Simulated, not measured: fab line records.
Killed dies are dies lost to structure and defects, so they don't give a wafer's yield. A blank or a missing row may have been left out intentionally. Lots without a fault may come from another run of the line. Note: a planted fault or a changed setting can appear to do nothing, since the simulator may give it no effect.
Comparing a struck lot with a sound one | flow n5Finfet | 37 out of 1938 route steps
Sound: the wafers L536.1, L536.3, L536.5. Wafers struck: L540.1, L540.5, L540.6. The cause is named last.
Order at every step that has rows: each side's tool, ch and its chambers, its first start. Under that, the readings that differ: sound wafers | struck wafers | difference of the means | sigmas: that difference in standard deviations of wafers without a fault.
alike: a reading whose means differ by less than 2 such deviations, as well as words and numbers matching on both sides. not compared: withheld readings; readings where some wafer has no value; bounds like >300 that might hide an equal value; numbers whose values overlap and for which the record gives no deviation.
Wherever a step has rows on one side only, a row that says differs or no value, or a row with sigmas, the two part there. When numbers do not overlap yet have no deviation, they are printed without sigmas and do not part them. A reading that every wafer of one side lacks parts them only if that side has two wafers or more.

first, 9 steps without rows for these wafers: N5_BEOL_M4_ANNEAL_95 (time 240 s); N5_BEOL_M4_SPUTTER_96 (material Cu, target thk 4.5 nm, time 8.29 s); N5_BEOL_M4_ECD_50 (material Cu, target thk 300 nm); N5_BEOL_M4_ANNEAL_51 (time 90 s); N5_BEOL_M4_CMP_52 (polishes, stops on SiOC, t overpolish 6.8 s, target thk 40 nm); N5_BEOL_M4_PRE_CLEAN_60 (time 15 s); N5_BEOL_M4_CO_CAP_55 (material Co, precursor CCTBA/H2, target thk 2 nm, time 102.1 s); N5_BEOL_M4_PRE_CLEAN_56 (time 15 s); N5_BEOL_M4_DEP_57 (deposits SiCN from 3MS/NH3, target thk 8 nm, time 14 s).
N5_BEOL_M4_RC_MEAS_101:
  sound on prober-02 ch 0, day 8 14:24; struck on prober-01 ch 0, day 9 05:29
reading        | sound          | struck         | difference | sigmas
IOFF_P (nA/um) | 0.26 0.27 0.27 | 0.21 0.18 0.20 | -0.07      | -2
  alike: DIBL_N, DIBL_P, IOFF_N, ION_N, ION_P, SS_N, SS_P, VT_N, VT_P
then, 24 steps without rows for these wafers: N5_BEOL_M5_ILD_DEP_00 (deposits SiCOH lowk from DEMS/porogen, target thk 140.64 nm, time 25.9 s); N5_BEOL_M5_CURE_79 (cures SiCOH lowk, time 240 s); N5_BEOL_M5_PECVD_70 (deposits SiO2 from TEOS/O2, target thk 16 nm, time 18 s); N5_BEOL_M5_HM_DEP_02 (deposits TiN, target thk 20 nm); N5_BEOL_M5_COAT_59 (time 60 s, resist thk 60 nm); N5_BEOL_M5_COAT_60 (time 60 s, resist thk 12 nm); N5_BEOL_M5_COAT_71 (time 60 s, resist thk 5 nm); N5_BEOL_M5_COAT_05 (resist thk 30 nm); N5_BEOL_M5_EBR_07; N5_BEOL_M5_SOFTBAKE_06 (time 60 s); N5_BEOL_M5_EXPOSE_08 (exposes mask M5, target cd 28 nm); N5_BEOL_M5_PEB_09 (peb time 60 s); N5_BEOL_M5_DEVELOP_10 (develop time 30 s); N5_BEOL_M5_DESCUM_16 (chemistry O2, time 7 s); N5_BEOL_M5_ETCH_72 (etches underlayer in N2/H2, target depth 6.5 nm, time 5.2 s); N5_BEOL_M5_ETCH_61 (etches SiARC in CF4, target depth 15.6 nm, time 26 s); N5_BEOL_M5_ETCH_62 (etches SOC in N2/H2, target depth 75 nm, overetch 15 nm, time 112.5 s); N5_BEOL_M5_STRIP_63 (strips in N2/H2); N5_BEOL_M5_STRIP_73 (strips in N2/H2); N5_BEOL_M5_STRIP_64 (strips in CF4); N5_BEOL_M5_HM_OPEN_17 (chemistry Cl2/BCl3, target TiN, target depth 20 nm, overetch 6 nm); N5_BEOL_M5_STRIP_19 (strips in O2); N5_BEOL_M5_COAT_65 (time 60 s, resist thk 60 nm); N5_BEOL_M5_COAT_66 (time 60 s, resist thk 12 nm).
N5_BEOL_M6_SPUTTER_48: material Cu, target thk 10 nm, time 1.667 s.
  struck on pvdSputter-02, day 10 12:46; sound on pvdSputter-01, day 9 10:08
  no value came back on the struck wafers for biasV (V), cathodeDcPowerW (W), throttleValvePct (%), timeS (s); on the sound wafers biasV (V) reads 59.8 60.2 60.7
N5_BEOL_M6_CMP_52: polishes, stops on SiCOH lowk, t overpolish 6.9 s, target thk 80 nm.
  sound on cmp-04 ch 1,2, day 9 10:43; struck on cmp-01 ch 0,2,3, day 10 14:05
reading             | sound          | struck      | difference | sigmas
timeToEndpointS (s) | 64.7 61.5 63.0 | 2.1 1.2 1.0 | -61.6      | -22
  alike: edgeZonePressureFrac, motorCurrentA
-- a jump in the record: the struck wafers' starts before and after are 3 days apart (it breaks off in module BEOL_M6 and resumes in module PASSIVATION, where the first step shown is number 1936 of the route) --
N5_PASSIVATION_PROBE_49:
  struck on prober-01, day 13 21:55; sound on prober-02, day 13 03:05
reading                 | sound          | struck         | difference | sigmas
defectLimitedYield (%)  | 92.6 92.1 91.9 | 0 0 0          | -92        | -66
killed_at_M4_up         | 19 12 10       | 1107 1104 1100 | +1090      | +99 or more
killedDies              | 87 93 96       | 1180 1180 1180 | +1088      | +64
killedOnRim             | 13 12 12       | 152 152 152    | +140       | +31
sort_bin_5_function (%) | 3.8 5.3 3.8    | 97.1 96.8 97.1 | +92.7      | +98
sortNPass               | 1093 1087 1084 | 0 0 0          | -1088      | -64
sortYieldPct (%)        | 92.6 92.1 91.9 | 0 0 0          | -92        | -66
  alike: killed_at_M0_to_M3, killedAtContacts, killedAtFrontEnd, killedAtOther, killedOpen, killedShort, sort_bin_6_memory

== WHERE THEY PART ==
Earliest at N5_BEOL_M4_RC_MEAS_101; latest, in this record, at N5_PASSIVATION_PROBE_49.

WHY: what had been put in by the simulator
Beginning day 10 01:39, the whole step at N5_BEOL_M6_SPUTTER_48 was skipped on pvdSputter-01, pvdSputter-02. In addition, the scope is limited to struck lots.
